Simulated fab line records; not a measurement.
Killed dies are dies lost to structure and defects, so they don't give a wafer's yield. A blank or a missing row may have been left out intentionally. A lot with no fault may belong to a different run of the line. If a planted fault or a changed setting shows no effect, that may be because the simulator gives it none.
Which tool was responsible?	flow nand harc	39 wafers from 13 lots sampled at 5 of the route's 1302 steps

== WHAT THE GAUGES READ, wafer by wafer ==
NHARC_END_SORT_01.
lot	measured	on	killed at array	killed at other	killed at periphery	killed dies	killed open	killed short
L768	day 25 11:13	prober-02	39 64 52	0 0 0	10 6 8	49 70 60	0 3 2	2 0 2
L771	day 26 05:13	prober-02	42 34 27	0 0 0	5 4 5	47 38 32	2 5 3	6 3 1
L773	day 26 21:13	prober-02	62 69 61	2 1 1	2 5 3	66 75 65	0 3 3	3 2 6
L775	day 27 23:38	prober-01	46 61 54	3 2 2	3 3 3	52 66 59	3 4 3	2 5 3
L776	day 27 23:35	prober-02	84 73 99	1 1 0	6 6 5	91 80 104	5 3 5	2 4 2
L778	day 28 20:17	prober-01	20 30 25	0 1 0	3 3 2	23 34 27	4 4 5	4 5 3
L779	day 29 08:16	prober-01	46 49 41	2 1 1	0 3 1	48 53 43	4 4 2	2 3 2
L780	day 30 08:20	prober-02	47 28 35	1 0 2	1 1 2	49 29 39	1 1 1	3 2 3
L781	day 30 23:26	prober-02	59 25 45	0 3 1	2 6 2	61 34 48	2 4 4	4 2 4
L783	day 30 15:37	prober-02	34 34 28	0 0 0	4 3 7	38 37 35	5 4 6	3 4 0
L789	day 33 07:29	prober-02	67 66 33	0 0 0	3 23 5	70 89 38	4 3 4	3 4 2
L790	day 34 06:12	prober-02	36 62 50	0 3 1	3 1 1	39 66 52	2 1 2	2 2 3
L791	day 34 07:01	prober-01	61 55 53	2 3 1	2 24 18	65 82 72	2 1 3	3 1 4

== TOOL THAT RAN EACH LOT (tool first, then ch and the chambers of the sampled wafers, then the start) ==
lot	NHARC_P_CONTACT_CVD_23	NHARC_THIN_TSV_DEP_47	NHARC_THIN_TSV_DEGAS_53	NHARC_THIN_TSV_DESCUM_35
L768	cvd w-01 ch 0,1, day 6 03:33	pecvd-04 ch 1,2, day 24 22:04	pvd sputter-03, day 25 00:59	rie diel-05 ch 1,2,3, day 25 02:17
L771	cvd w-02 ch 0,1, day 7 07:58	pecvd-01 ch 0,1,2, day 25 15:34	pvd sputter-03, day 25 18:25	rie diel-09 ch 1,2, day 25 19:35
L773	cvd w-01 ch 1, day 8 02:41	pecvd-04 ch 0,1, day 26 02:26	pvd sputter-03, day 26 05:33	rie diel-05 ch 1,2,3, day 26 06:51
L775	cvd w-01 ch 0,1, day 9 11:04	pecvd-01 ch 0,1, day 27 11:59	pvd sputter-03, day 27 14:52	rie diel-07 ch 1,2,3, day 27 16:02
L776	cvd w-02 ch 0,1, day 9 13:40	pecvd-01 ch 0,2, day 27 07:44	pvd sputter-01, day 27 10:40	rie diel-07 ch 0,1,3, day 27 11:59
L778	cvd w-01 ch 0,1, day 10 10:05	pecvd-01 ch 0,1,2, day 28 08:28	pvd sputter-02, day 28 11:24	rie diel-09 ch 1,2,3, day 28 12:42
L779	cvd w-02 ch 1, day 10 16:41	pecvd-01 ch 1,2, day 28 19:10	pvd sputter-01, day 28 22:05	rie diel-07 ch 2,3, day 28 23:17
L780	cvd w-02 ch 0, day 11 04:21	pecvd-04 ch 1,2, day 29 18:20	pvd sputter-03, day 29 21:20	rie diel-07 ch 0,2, day 29 22:40
L781	cvd w-02 ch 0,1, day 11 06:38	pecvd-02 ch 0,1, day 30 02:12	pvd sputter-03, day 30 05:30	rie diel-05 ch 0,1,3, day 30 06:48
L783	cvd w-01 ch 0,1, day 12 03:51	pecvd-02 ch 0,1,2, day 30 05:20	pvd sputter-03, day 30 08:17	rie diel-09 ch 0,1,2, day 30 09:37
L789	cvd w-01 ch 0,1, day 15 04:01	pecvd-02 ch 0,1,2, day 32 18:11	pvd sputter-03, day 32 21:09	rie diel-09 ch 0,1,2, day 32 22:28
L790	cvd w-02 ch 0,1, day 15 09:10	pecvd-01 ch 1,2, day 33 17:18	pvd sputter-02, day 33 20:10	rie diel-05 ch 1,2,3, day 33 21:28
L791	cvd w-01 ch 0,1, day 15 15:41	pecvd-01 ch 0,1,2, day 33 16:04	pvd sputter-03, day 33 18:56	rie diel-09 ch 1,2,3, day 33 20:16
- NHARC_P_CONTACT_CVD_23: deposits W, target thk 200 nm, time 557 s.
- NHARC_THIN_TSV_DEP_47: deposits SiO2, target thk 200 nm.
- NHARC_THIN_TSV_DEGAS_53: time 60 s.
- NHARC_THIN_TSV_DESCUM_35: chemistry O2, time 3 s.

== WHAT THE TOOLS THEMSELVES READ (means of the sampled wafers that have a number; where no wafer has one, the mark that the record gives instead) ==
NHARC_P_CONTACT_CVD_23.
lot	tool	heater power w (W)	throttle valve pct (%)
L768	cvd w-01	462	8.4
L771	cvd w-02	505	7.9
L773	cvd w-01	505	8.8
L775	cvd w-01	398	8.1
L776	cvd w-02	509	8.0
L778	cvd w-01	452	8.3
L779	cvd w-02	516	7.9
L780	cvd w-02	506	8.3
L781	cvd w-02	514	8.0
L783	cvd w-01	447	8.2
L789	cvd w-01	455	8.2
L790	cvd w-02	501	8.1
L791	cvd w-01	406	8.3

NHARC_THIN_TSV_DEP_47.
lot	tool	throttle valve pct (%)
L768	pecvd-04	16.8
L771	pecvd-01	16.5
L773	pecvd-04	16.6
L775	pecvd-01	16.9
L776	pecvd-01	16.1
L778	pecvd-01	16.6
L779	pecvd-01	17.2
L780	pecvd-04	16.2
L781	pecvd-02	15.9
L783	pecvd-02	15.8
L789	pecvd-02	15.8
L790	pecvd-01	16.9
L791	pecvd-01	16.5

NHARC_THIN_TSV_DEGAS_53.
lot	tool	heater power w (W)
L768	pvd sputter-03	479
L771	pvd sputter-03	492
L773	pvd sputter-03	459
L775	pvd sputter-03	464
L776	pvd sputter-01	463
L778	pvd sputter-02	416
L779	pvd sputter-01	455
L780	pvd sputter-03	486
L781	pvd sputter-03	480
L783	pvd sputter-03	447
L789	pvd sputter-03	485
L790	pvd sputter-02	408
L791	pvd sputter-03	473

NHARC_THIN_TSV_DESCUM_35.
lot	tool	drypump motor current A (A)	oes product au (a.u.)	rf vpp V (V)	showerhead plenum p Torr (Torr)	throttle valve pct (%)
L768	rie diel-05	6.0	1.011	57.2	1.92	11.309
L771	rie diel-09	6.3	0.998	56.3	1.82	11.315
L773	rie diel-05	5.9	1.002	58.6	1.92	11.307
L775	rie diel-07	5.8	0.989	58.0	1.89	11.319
L776	rie diel-07	5.7	0.998	56.2	1.87	11.310
L778	rie diel-09	6.0	0.991	57.3	1.83	11.312
L779	rie diel-07	6.0	1.014	57.4	1.93	11.314
L780	rie diel-07	6.0	1.018	57.6	1.94	11.321
L781	rie diel-05	5.4	0.996	57.6	1.92	11.303
L783	rie diel-09	6.3	1.001	57.8	1.81	11.312
L789	rie diel-09	6.3	0.998	57.7	1.81	11.305
L790	rie diel-05	5.9	1.004	58.3	1.91	11.312
L791	rie diel-09	6.0	0.997	57.5	1.83	11.320

== THE ANSWER, worked out from the rows above alone ==
Rule: the lots themselves supply what counts as usual. The widest of any qualifying gaps counts: lots, ordered by their means at a reading, are off when they make up no more than a third of the lots, leave a main group of 4 or more, and stand apart from it by 3 or more times the standard deviation of that group's means. If all means in a main group match to the digits the tables above print for the reading, that group is not used. Also off: a lot with no number at a reading for which 4 or more lots have one. Where the step has rows for the other lots, those lots are counted as sound. Order of review: gauges by route order, followed by the tools' own readings, for which a lot's mean as printed above is used. At the first step where some lot is off, the reading lying furthest off is the one used; lots without a number count as furthest.
No lot is off on any of the readings shown, so nothing can be concluded from this.

== WHAT THE SIMULATOR PUT IN ==
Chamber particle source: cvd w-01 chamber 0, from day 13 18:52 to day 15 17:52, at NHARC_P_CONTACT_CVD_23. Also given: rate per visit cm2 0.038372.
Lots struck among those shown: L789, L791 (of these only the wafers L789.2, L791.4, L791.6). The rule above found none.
